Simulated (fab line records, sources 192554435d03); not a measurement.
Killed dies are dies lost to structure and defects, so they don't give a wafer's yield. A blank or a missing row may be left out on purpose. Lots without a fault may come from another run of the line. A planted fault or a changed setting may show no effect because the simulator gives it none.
Chamber matching | flow n5_finfet | N5_BEOL_M6_VIA_ETCH_34 on rie_diel-02: 4 sister chambers
The step etches SiCOH lowk in C4F6/O2, target depth 126.3 nm, time 50.9 s. 20 wafers are shown with their chamber, then 10 later ones without.

WAFERS WITH THEIR CHAMBER
wafer  | chamber | showerhead_plenum_p_Torr (Torr) | throttle_valve_pct (%) | drypump_motor_current_A (A)
L074.4 | 0       | 2.91                            | 21.03                  | 5.3
L074.5 | 3       | 2.82                            | 21.19                  | 6.7
L074.6 | 0       | 2.91                            | 21.06                  | 5.4
L079.1 | 0       | 2.91                            | 21.07                  | 5.4
L079.2 | 2       | 2.98                            | 20.70                  | 6.3
L079.3 | 3       | 2.81                            | 21.22                  | 6.7
L079.4 | 0       | 2.91                            | 21.05                  | 5.3
L079.5 | 2       | 2.98                            | 20.72                  | 6.3
L079.6 | 3       | 2.81                            | 21.21                  | 6.8
L083.1 | 2       | 2.98                            | 20.70                  | 6.2
L083.4 | 2       | 2.98                            | 20.70                  | 6.2
L083.6 | 3       | 2.80                            | 21.23                  | 6.7
L085.4 | 2       | 2.97                            | 20.71                  | 6.2
L085.5 | 0       | 2.90                            | 21.06                  | 5.3
L085.6 | 1       | 2.80                            | 20.71                  | 6.3
L089.1 | 1       | 2.80                            | 20.73                  | 6.3
L089.4 | 0       | 2.90                            | 21.08                  | 5.3
L089.6 | 1       | 2.80                            | 20.71                  | 6.3
L091.4 | 2       | 2.97                            | 20.73                  | 6.3
L091.5 | 1       | 2.80                            | 20.71                  | 6.3

SIGNATURES (means of the wafers above)
reading                  | chamber 0 | chamber 1 | chamber 2 | chamber 3 | scatter within a chamber
showerhead_plenum_p_Torr | 2.9067    | 2.8000    | 2.9767    | 2.8100    | 0.0054
throttle_valve_pct       | 21.0583   | 20.7150   | 20.7100   | 21.2125   | 0.0147
drypump_motor_current_A  | 5.333     | 6.300     | 6.250     | 6.725     | 0.0473
Rule: a wafer's distance from a chamber is the root of the sum, over the readings, of the square of ((its reading less the chamber's mean) divided by the reading's scatter). The wafer belongs to the nearest chamber; if the next one is less than 2 further off, it can't be placed. The scatter: the root of (the sum of the squares of (reading less its chamber's mean) over the shown wafers, divided by (wafers less chambers)).

WAFERS WITHOUT THEIR CHAMBER
wafer  | showerhead_plenum_p_Torr (Torr) | throttle_valve_pct (%) | drypump_motor_current_A (A)
L091.6 | 2.90                            | 21.08                  | 5.3
L095.2 | 2.97                            | 20.75                  | 6.2
L095.3 | 2.80                            | 20.85                  | 6.7
L095.6 | 2.80                            | 20.87                  | 6.7
L094.2 | 2.80                            | 20.88                  | 6.7
L094.4 | 2.79                            | 20.75                  | 6.3
L094.5 | 2.89                            | 21.11                  | 5.3
L097.3 | 2.89                            | 21.12                  | 5.3
L097.4 | 2.79                            | 20.73                  | 6.3
L097.5 | 2.79                            | 20.75                  | 6.3

WHICH CHAMBER EACH WENT THROUGH
wafer  | from the rows above | in truth
L091.6 | 0                   | 0
L095.2 | 2                   | 2
L095.3 | 1                   | 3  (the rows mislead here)
L095.6 | 1                   | 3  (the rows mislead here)
L094.2 | 1                   | 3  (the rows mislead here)
L094.4 | 1                   | 1
L094.5 | 0                   | 0
L097.3 | 0                   | 0
L097.4 | 1                   | 1
L097.5 | 1                   | 1
Placed correctly: 7 of 10. Can't be placed from these rows: 0. Placed wrongly: 3.
